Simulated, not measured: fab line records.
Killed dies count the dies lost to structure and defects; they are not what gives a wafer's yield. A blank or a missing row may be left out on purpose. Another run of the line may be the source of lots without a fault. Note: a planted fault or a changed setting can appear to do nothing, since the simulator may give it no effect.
Matching of chambers ; flow n5Finfet ; 4 sister chambers for N5_MOL_CONTACT_COAG_ALD_20 on aldMetal-01
The step deposits TiN, target thk 1.5 nm, pulse time 1 s, purge time 3 s. 8 wafers are shown with their chamber, then 12 later ones without.

WAFERS PAIRED WITH THEIR CHAMBERS
wafer;chamber;heaterPowerW (W);precursorPulseHeightRel
L079.4;3;731;0.993
L086.5;2;882;1.022
L088.2;1;844;1.009
L088.5;1;853;0.986
L088.6;2;893;1.012
L089.4;0;915;0.986
L089.5;0;931;1.017
L089.6;3;741;0.977

WAFERS WITHOUT THEIR CHAMBER
wafer;heaterPowerW (W);precursorPulseHeightRel
L090.1;859;0.971
L090.2;891;1.002
L090.3;923;1.042
L090.4;728;0.992
L090.5;845;0.999
L090.6;934;1.009
L093.1;902;0.991
L093.2;861;1.022
L093.3;735;0.983
L093.4;915;0.971
L093.5;845;0.991
L093.6;921;0.992

THE CHAMBER EACH PASSED THROUGH
wafer;from the rows above;in truth
L090.1;1;1
L090.2;2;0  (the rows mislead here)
L090.3;can't be placed: 0 or 2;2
L090.4;3;3
L090.5;1;1
L090.6;0;0
L093.1;can't be placed: 2 or 0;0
L093.2;can't be placed: 1 or 2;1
L093.3;3;3
L093.4;0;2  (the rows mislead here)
L093.5;1;1
L093.6;0;0
Correctly placed: 7 of 12. Unplaceable from these rows: 3, with the true chamber sitting among the candidates in 3. Placed wrongly: 2.
How it was worked out, from the rows above alone: a wafer's distance from a chamber is the root of the sum, over the readings, of the square of ((its reading less the chamber's mean) divided by the reading's scatter). The wafer belongs to the nearest chamber; if the next one is less than 2 further off, it can't be placed. For every chamber, the mean is computed from those of its wafers that are shown. The scatter is the square root of a quotient: the sum, over the shown wafers, of each reading's squared deviation from its chamber's mean, divided by wafers minus chambers.
